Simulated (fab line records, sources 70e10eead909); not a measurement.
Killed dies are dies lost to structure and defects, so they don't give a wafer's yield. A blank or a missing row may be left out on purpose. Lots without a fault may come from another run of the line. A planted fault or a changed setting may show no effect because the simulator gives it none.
fab line records | flow nand_harc
record lots=6 wafers=18 last_day=24
route steps=1159 shown A_ZERO_WELL@412 A_SOURCE_PLATE@413 A_ONON_D1@424 END@1159
lots that met no fault: from a run of the same line without faults
start_h: hours from the record's first day to the start of the lot's first wafer shown | wait_h: hours since the lot's step before | " the same as in the row above | L1.1+2: a row that stands for several wafers | - no value, or no start given | * or withheld: withheld | < > ~ a bound
route shown NAME@n: a module of which the file shows steps, and the number in the route of the first | usual: mean/standard deviation of fault-free wafers | same: alike in all rows | chamber/n: place in a boat | sites: the reading at each site | _std_site: their standard deviation | _edge_site: outer sites' mean less inner sites' | radius_mm: how far each site lies from the wafer's centre | mask NAME#n: copy n | behind: the tool/chamber that last shaped the wafer | hold: why the lot was held/for how many hours/how that ended | device: the transistor (n, p or np) that didn't switch | end of line: the same wafers' tests at the end of the route | a step without rows: its recipe alone | killed: dies lost to structure and defects at the first sort, not the wafer's yield | map: a wafer's dies, x killed, . not, _ none there
set.NAME: the setting as run; set.NAME@STEP: as run at that earlier step | model.NAME: the simulator's own value behind a step, which no gauge read
lots at some steps of the route; a table a step, a row a wafer
services: from which hour (start_h, from the record's first day; less than 0 if before it) a tool's chamber was out of use, for how many hours, and why
## steps
# step NHARC_A_ZERO_WELL_INSPECT_17
# usual raw_defect_count=13/6.4
# columns lot.wafer tool chamber start_h wait_h raw_defect_count
L923.1 defect_inspect-02 - 158.53 0.2 15
L923.3 " - " " 17
L923.6 " - " " 10
L926.3 defect_inspect-02 - 167.73 0.1 18
L926.5 " - " " 15
L926.6 " - " " 19
L938.1 defect_inspect-01 - 238.86 0.2 18
L938.3 " - " " 14
L938.5 " - " " 11
L940.1 defect_inspect-02 - 258.13 0.2 12
L940.3 " - " " 9
L940.4 " - " " 11
L939.3 defect_inspect-01 - 258.43 0.1 12
L939.4 " - " " 14
L939.5 " - " " 5
L941.2 defect_inspect-02 - 260.41 0.1 19
L941.4 " - " " 11
L941.5 " - " " 13
# step NHARC_A_SOURCE_PLATE_PRECLEAN_00
# recipe time_s=60 chemistry=HF-LAST
# step NHARC_A_SOURCE_PLATE_SRD_01
# step NHARC_A_SOURCE_PLATE_OXIDE_02
# recipe target_thk_a=100 temp_c=900 ox_time_s=1362 material=SiO2
# step NHARC_A_SOURCE_PLATE_THK_MEAS_09
# recipe thk_meas_gauge=ellipsometry
# usual thk_nm=9.8/0.92
# columns lot.wafer tool chamber start_h wait_h thk_nm
L923.1 film_metro-02 - 165.96 0.4 8.5
L923.3 " - " " 11.0
L923.6 " - " " 10.3
L926.3 film_metro-01 - 178.18 0.4 9.7
L926.5 " - " " 10.7
L926.6 " - " " 10.9
L938.1 film_metro-02 - 246.27 0.4 10.6
L938.3 " - " " 9.8
L938.5 " - " " 10.5
L940.1 film_metro-01 - 265.54 0.4 9.8
L940.3 " - " " 8.2
L940.4 " - " " 9.6
L939.3 film_metro-02 - 265.54 0.4 9.1
L939.4 " - " " 10.3
L939.5 " - " " 9.4
L941.2 film_metro-02 - 265.54 0.4 9.6
L941.4 " - " " 8.6
L941.5 " - " " 11.9
# step NHARC_A_SOURCE_PLATE_PVD_04
# recipe target_thk_a=500 material=WSi2
# step NHARC_A_SOURCE_PLATE_CVD_03
# recipe target_thk_a=2000 temp_c=620 pressure_mtorr=200 time_s=4000 material=poly-Si
# step NHARC_A_SOURCE_PLATE_ANNEAL_05
# recipe temp_c=850 time_s=1800
# step NHARC_A_SOURCE_PLATE_THK_MEAS_06
# recipe thk_meas_gauge=ellipsometry
# usual thk_nm=200.3/2.2
# columns lot.wafer tool chamber start_h wait_h thk_nm
L923.1 film_metro-02 - 180.67 0.4 198.8
L923.3 " - " " 198.1
L923.6 " - " " 197.4
L926.3 film_metro-02 - 191.70 0.4 197.3
L926.5 " - " " 200.2
L926.6 " - " " 201.1
L938.1 film_metro-02 - 260.77 0.4 200.4
L938.3 " - " " 201.3
L938.5 " - " " 200.9
L940.1 film_metro-01 - 279.21 0.4 204.8
L940.3 " - " " 204.7
L940.4 " - " " 204.2
L939.3 film_metro-02 - 279.21 0.4 198.5
L939.4 " - " " 199.2
L939.5 " - " " 200.7
L941.2 film_metro-01 - 279.21 0.4 201.6
L941.4 " - " " 200.6
L941.5 " - " " 202.6
# step NHARC_A_SOURCE_PLATE_INSPECT_08
# usual raw_defect_count=62/28
# columns lot.wafer tool chamber start_h wait_h raw_defect_count
L923.1 defect_inspect-01 - 180.75 0.0 72
L923.3 " - " " 56
L923.6 " - " " 65
L926.3 defect_inspect-02 - 191.76 0.0 30
L926.5 " - " " 62
L926.6 " - " " 71
L938.1 defect_inspect-01 - 260.87 0.0 48
L938.3 " - " " 80
L938.5 " - " " 71
L939.3 defect_inspect-02 - 279.29 0.0 70
L939.4 " - " " 70
L939.5 " - " " 46
L941.2 defect_inspect-01 - 279.30 0.0 86
L941.4 " - " " 45
L941.5 " - " " 61
L940.1 defect_inspect-02 - 279.31 0.0 59
L940.3 " - " " 48
L940.4 " - " " 82
# step NHARC_A_ONON_D1_DEP_00
# recipe target_thk_a=10000 n2_flow_sccm=2750 n2o_flow_sccm=2000 nh3_flow_sccm=500 sih4_flow_sccm=210 temp_c=400
# columns lot.wafer tool chamber start_h wait_h
L923.1+3+6 pecvd_onon-02 0 181.12 0.4
L926.3+5+6 pecvd_onon-02 0 191.94 0.2
L938.1+3+5 pecvd_onon-02 0 260.94 0.1
L940.1+3+4 pecvd_onon-04 0 279.38 0.1
L941.2+4+5 pecvd_onon-03 0 279.42 0.1
L939.3+4+5 pecvd_onon-02 0 279.48 0.2
# step NHARC_A_ONON_D1_THK_MEAS_02
# recipe thk_meas_gauge=ellipsometry
# usual thk_nm=1001/9.3
# columns lot.wafer tool chamber start_h wait_h thk_nm
L923.1 film_metro-01 - 181.63 - 987
L923.3 " - " " 988
L923.6 " - " " 989
L926.3 film_metro-02 - 192.34 - 996
L926.5 " - " " 996
L926.6 " - " " 996
L938.1 film_metro-01 - 261.45 - 1620
L938.3 " - " " 1620
L938.5 " - " " 1617
L939.3 film_metro-01 - 279.87 - 1626
L939.4 " - " " 1625
L939.5 " - " " 1625
L941.2 film_metro-02 - 279.87 - 1008
L941.4 " - " " 1008
L941.5 " - " " 1008
L940.1 film_metro-01 - 279.89 - 1011
L940.3 " - " " 1009
L940.4 " - " " 1008
# step NHARC_A_ONON_D1_DEP_03
# recipe target_thk_a=10000 n2_flow_sccm=2750 n2o_flow_sccm=2000 nh3_flow_sccm=500 sih4_flow_sccm=210 temp_c=400
# step NHARC_END_SORT_01
# recipe temp_c=25
# usual killed_at_array=25/7.8 killed_at_other=0.6/0.81 killed_at_periphery=3.3/2.2 killed_dies=29/8.2 killed_open=3.5/1.9 killed_short=1.8/1.3
# same gross_dies=677
# columns lot.wafer tool chamber start_h wait_h killed_at_array killed_at_other killed_at_periphery killed_dies killed_open killed_short
L923.3 prober-01 0 456.52 3.1 16 1 4 21 1 2
L923.6 prober-01 0 458.89 4.0 22 0 4 26 5 0
L938.1 prober-02 0 540.45 2.5 674 1 2 677 1 4
L938.3 prober-02 0 542.08 3.2 675 0 2 677 4 2
L938.5 prober-02 0 543.72 3.8 675 1 1 677 4 1
L939.3 prober-01 0 568.27 3.1 670 1 6 677 6 0
L939.4 prober-01 0 569.07 3.4 670 2 5 677 7 4
L939.5 prober-01 0 569.87 3.7 674 1 2 677 1 1
# killed by level:class
L923.3 A_SLIT:chamber_film_flake=6 A_STAIRCASE:chamber_film_flake=3 P_STI:chamber_film_flake=2 A_WL_FILL:chamber_film_flake=2 A_CONTACT:chamber_film_flake=2 P_M1:geometric_particle:open=1 A_WL_FILL:geometric_particle:short=1 STARTING-WAFER:geometric_particle:short=1
L923.6 A_SLIT:chamber_film_flake=10 A_CONTACT:chamber_film_flake=4 P_STI:chamber_film_flake=2 A_CHANNEL_HOLE_D1:chamber_film_flake=2 A_WL_FILL:chamber_film_flake=2 P_GATE:geometric_particle:open=1 A_ONON_D1:geometric_particle:open=1 A_CHANNEL_FILL_D1:geometric_particle:open=1
L938.1 A_ONON_D1:area_dep=654 A_CHANNEL_HOLE_D1:chamber_film_flake=16 P_CONTACT:geometric_particle:short=1 A_ONON_D1:geometric_particle:short=1 A_WL_FILL:geometric_particle:short=1 A_WL_FILL:geometric_particle:open=1 P_ZERO_WELL:chamber_film_flake=1 STARTING-WAFER:geometric_particle:short=1
L938.3 A_ONON_D1:area_dep=658 A_CHANNEL_HOLE_D1:chamber_film_flake=7 A_M0:chamber_film_flake=3 P_CONTACT:geometric_particle:open=1 P_M0:geometric_particle:open=1 A_WL_FILL:geometric_particle:short=1 A_CONTACT:geometric_particle:short=1 A_BLC:geometric_particle:open=1
L938.5 A_ONON_D1:area_dep=660 A_CHANNEL_HOLE_D1:chamber_film_flake=8 A_WL_FILL:geometric_particle:open=2 A_M0:chamber_film_flake=2 A_ONON_D1:geometric_particle:open=1 A_CONTACT:geometric_particle:short=1 A_BLC:geometric_particle:open=1 P_STI:chamber_film_flake=1
L939.3 A_ONON_D1:area_dep=642 A_CHANNEL_HOLE_D1:chamber_film_flake=17 A_CONTACT:chamber_film_flake=5 P_ZERO_WELL:chamber_film_flake=4 A_STAIRCASE:chamber_film_flake=2 P_CONTACT:geometric_particle:open=1 P_M0:geometric_particle:open=1 A_CHANNEL_FILL_D1:geometric_particle:open=1
L939.4 A_ONON_D1:area_dep=649 A_CHANNEL_HOLE_D1:chamber_film_flake=7 A_STAIRCASE:chamber_film_flake=3 P_CONTACT:geometric_particle:open=2 A_CHANNEL_FILL_D1:geometric_particle:open=2 A_M0:geometric_particle:open=2 A_CONTACT:chamber_film_flake=2 A_CHANNEL_HOLE_D1:geometric_particle:short=1
L939.5 A_ONON_D1:area_dep=655 A_CHANNEL_HOLE_D1:chamber_film_flake=14 P_GATE:chamber_film_flake=2 A_STAIRCASE:chamber_film_flake=2 A_WL_FILL:geometric_particle:short=1 STARTING-WAFER:geometric_particle:open=1 A_ZERO_WELL:chamber_film_flake=1 A_CONTACT:chamber_film_flake=1
# map L938.1 (x killed, . not)
____________x____________
_________xxxxxxx_________
_______xxxxxxxxxxx_______
______xxxxxxxxxxxxx______
_____xxxxxxxxxxxxxxx_____
____xxxxxxxxxxxxxxxxx____
____xxxxxxxxxxxxxxxxx____
___xxxxxxxxxxxxxxxxxxx___
___xxxxxxxxxxxxxxxxxxx___
__xxxxxxxxxxxxxxxxxxxxx__
__xxxxxxxxxxxxxxxxxxxxx__
_xxxxxxxxxxxxxxxxxxxxxxx_
_xxxxxxxxxxxxxxxxxxxxxxx_
_xxxxxxxxxxxxxxxxxxxxxxx_
_xxxxxxxxxxxxxxxxxxxxxxx_
_xxxxxxxxxxxxxxxxxxxxxxx_
xxxxxxxxxxxxxxxxxxxxxxxxx
xxxxxxxxxxxxxxxxxxxxxxxxx
xxxxxxxxxxxxxxxxxxxxxxxxx
xxxxxxxxxxxxxxxxxxxxxxxxx
xxxxxxxxxxxxxxxxxxxxxxxxx
_xxxxxxxxxxxxxxxxxxxxxxx_
_xxxxxxxxxxxxxxxxxxxxxxx_
_xxxxxxxxxxxxxxxxxxxxxxx_
_xxxxxxxxxxxxxxxxxxxxxxx_
_xxxxxxxxxxxxxxxxxxxxxxx_
__xxxxxxxxxxxxxxxxxxxxx__
__xxxxxxxxxxxxxxxxxxxxx__
___xxxxxxxxxxxxxxxxxxx___
___xxxxxxxxxxxxxxxxxxx___
____xxxxxxxxxxxxxxxxx____
____xxxxxxxxxxxxxxxxx____
_____xxxxxxxxxxxxxxx_____
______xxxxxxxxxxxxx______
_______xxxxxxxxxxx_______
_________xxxxxxx_________
____________x____________
# map L939.3 (x killed, . not)
____________x____________
_________xxxxxxx_________
_______xxxxxxxxxxx_______
______xxxxxxxxxxxxx______
_____xxxxxxxxxxxxxxx_____
____xxxxxxxxxxxxxxxxx____
____xxxxxxxxxxxxxxxxx____
___xxxxxxxxxxxxxxxxxxx___
___xxxxxxxxxxxxxxxxxxx___
__xxxxxxxxxxxxxxxxxxxxx__
__xxxxxxxxxxxxxxxxxxxxx__
_xxxxxxxxxxxxxxxxxxxxxxx_
_xxxxxxxxxxxxxxxxxxxxxxx_
_xxxxxxxxxxxxxxxxxxxxxxx_
_xxxxxxxxxxxxxxxxxxxxxxx_
_xxxxxxxxxxxxxxxxxxxxxxx_
xxxxxxxxxxxxxxxxxxxxxxxxx
xxxxxxxxxxxxxxxxxxxxxxxxx
xxxxxxxxxxxxxxxxxxxxxxxxx
xxxxxxxxxxxxxxxxxxxxxxxxx
xxxxxxxxxxxxxxxxxxxxxxxxx
_xxxxxxxxxxxxxxxxxxxxxxx_
_xxxxxxxxxxxxxxxxxxxxxxx_
_xxxxxxxxxxxxxxxxxxxxxxx_
_xxxxxxxxxxxxxxxxxxxxxxx_
_xxxxxxxxxxxxxxxxxxxxxxx_
__xxxxxxxxxxxxxxxxxxxxx__
__xxxxxxxxxxxxxxxxxxxxx__
___xxxxxxxxxxxxxxxxxxx___
___xxxxxxxxxxxxxxxxxxx___
____xxxxxxxxxxxxxxxxx____
____xxxxxxxxxxxxxxxxx____
_____xxxxxxxxxxxxxxx_____
______xxxxxxxxxxxxx______
_______xxxxxxxxxxx_______
_________xxxxxxx_________
____________x____________
## services
# columns tool chamber start_h hours kind
pecvd_onon-04 - 237.00 13.0 pm
## key
first_sign step=NHARC_A_ONON_D1_THK_MEAS_02 reading=thk_nm direction=up sigmas=67 usual=1001 struck=1622
effect step=NHARC_END_SORT_01 reading=killed_at_array direction=up sigmas=83 usual=25 struck=673
more_kills_born_at NHARC_A_ONON_D1_DEP_00@pecvd_onon-02=3918
met_at NHARC_A_ONON_D1_DEP_00
struck_wafers L938.1,L938.3,L938.5,L939.3,L939.4,L939.5
later_rows_left_out L938.1,L938.3,L938.5,L939.3,L939.4,L939.5
tester_left_out L938,L939
onset_between 191.94 260.94
fault kind=process_parameter_drift tool=pecvd_onon-02 chamber=0 onset_h=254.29 steps=NHARC_A_ONON_D1_DEP_00 channel=target_thk_a offset=* shape=step end_h=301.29 acts_in=* stated=*
# tester_left_out: of these lots the tester's yield and bins aren't shown, on N5 and GAA mostly nor the transistor test; their killed dies are dies lost to structure and defects alone, not to doping, threshold or leakage, so they don't give the yield
# later_rows_left_out: the simulator's readings of these wafers behind a module that went badly wrong aren't trusted and aren't shown, but for the sort
